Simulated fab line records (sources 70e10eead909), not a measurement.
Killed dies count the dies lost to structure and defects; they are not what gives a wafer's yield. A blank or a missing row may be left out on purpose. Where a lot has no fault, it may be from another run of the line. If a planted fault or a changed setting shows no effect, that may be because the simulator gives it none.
Chamber matching :: flow nand-harc :: pecvd-04 running NHARC_A_STAIRCASE_DEP_301: 3 sister chambers
The step deposits SiON, target thk 30 nm. 3 wafers are shown with their chamber, then 12 later ones without.

== WAFERS PAIRED WITH THEIR CHAMBERS ==
wafer: L089.3
chamber: 1
heater-power-w (W): 726

wafer: L089.5
chamber: 0
heater-power-w (W): 959

wafer: L089.6
chamber: 2
heater-power-w (W): 709

== WAFERS WITHOUT THEIR CHAMBER ==
wafer: L093.2
heater-power-w (W): 868

wafer: L093.3
heater-power-w (W): 841

wafer: L093.5
heater-power-w (W): 864

wafer: L094.1
heater-power-w (W): 735

wafer: L094.3
heater-power-w (W): 776

wafer: L094.4
heater-power-w (W): 576

wafer: L096.1
heater-power-w (W): 840

wafer: L096.3
heater-power-w (W): 654

wafer: L096.5
heater-power-w (W): 636

wafer: L097.2
heater-power-w (W): 904

wafer: L097.3
heater-power-w (W): 839

wafer: L097.4
heater-power-w (W): 937

== THE CHAMBER EACH PASSED THROUGH ==
wafer: L093.2
from the rows above: can't be placed: 0 or 1 or 2
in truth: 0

wafer: L093.3
from the rows above: can't be placed: 1 or 0 or 2
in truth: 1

wafer: L093.5
from the rows above: can't be placed: 0 or 1 or 2
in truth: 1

wafer: L094.1
from the rows above: can't be placed: 1 or 2
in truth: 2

wafer: L094.3
from the rows above: can't be placed: 1 or 2 or 0
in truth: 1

wafer: L094.4
from the rows above: can't be placed: 2 or 1
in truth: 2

wafer: L096.1
from the rows above: can't be placed: 1 or 0 or 2
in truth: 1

wafer: L096.3
from the rows above: can't be placed: 2 or 1
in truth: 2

wafer: L096.5
from the rows above: can't be placed: 2 or 1
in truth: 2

wafer: L097.2
from the rows above: can't be placed: 0 or 1 or 2
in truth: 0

wafer: L097.3
from the rows above: can't be placed: 1 or 0 or 2
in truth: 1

wafer: L097.4
from the rows above: 0
in truth: 0
Correct placement for 1 of the 12. Can't be placed from these rows: 11 (the true chamber is among the candidates in 11). 0 placed wrongly.
How it was worked out, from the rows above alone: a wafer's distance from a chamber is the root of the sum, over the readings, of the square of ((its reading less the chamber's mean) divided by the reading's scatter). The wafer belongs to the nearest chamber; if the next one is less than 2 further off, it can't be placed. A chamber's mean is the mean of its shown wafers. The scatter: with one shown wafer a chamber, the root of the mean of the squares of how far each hidden wafer lies from its nearest shown one.
